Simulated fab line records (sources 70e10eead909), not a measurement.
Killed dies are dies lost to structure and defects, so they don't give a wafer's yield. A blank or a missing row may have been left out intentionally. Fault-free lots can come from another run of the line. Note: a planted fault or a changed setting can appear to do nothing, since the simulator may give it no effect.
Matching of chambers + flow nand_harc + NHARC_A_STAIRCASE_ALD_420 on ald_hk-03: 4 sister chambers
The step deposits SiO2, target thk 20 nm, pulse time 6 s, ald cycles 200. 4 wafers are shown with their chamber, then 8 later ones without.

== WAFERS, EACH WITH ITS CHAMBER ==
| wafer  | chamber | heater_power_w (W) |
|--------|---------|--------------------|
| L076.5 | 2       | 416                |
| L085.1 | 1       | 395                |
| L085.5 | 0       | 496                |
| L094.1 | 3       | 426                |

== WAFERS WITH NO CHAMBER GIVEN ==
| wafer  | heater_power_w (W) |
|--------|--------------------|
| L094.2 | 505                |
| L094.5 | 413                |
| L095.2 | 517                |
| L095.4 | 418                |
| L095.6 | 434                |
| L097.1 | 437                |
| L097.2 | 417                |
| L097.3 | 520                |

== THE CHAMBER EACH PASSED THROUGH ==
| wafer  | from the rows above          | in truth |
|--------|------------------------------|----------|
| L094.2 | 0                            | 0        |
| L094.5 | can't be placed: 2 or 3 or 1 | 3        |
| L095.2 | 0                            | 0        |
| L095.4 | can't be placed: 2 or 3 or 1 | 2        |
| L095.6 | can't be placed: 3 or 2      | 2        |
| L097.1 | can't be placed: 3 or 2      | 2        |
| L097.2 | can't be placed: 2 or 3 or 1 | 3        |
| L097.3 | 0                            | 0        |
Correctly placed: 3 of 8. Cannot be placed on the basis of these rows: 5; the candidates contain the true chamber in 5. Wrongly placed: 0.
How it was worked out, from the rows above alone: a wafer's distance from a chamber is the root of the sum, over the readings, of the square of ((its reading less the chamber's mean) divided by the reading's scatter). The wafer belongs to the nearest chamber; if the next one is less than 2 further off, it can't be placed. For every chamber, the mean is computed from those of its wafers that are shown. The scatter: root of mean squared gap, hidden wafer to nearest shown wafer, with one shown wafer a chamber.
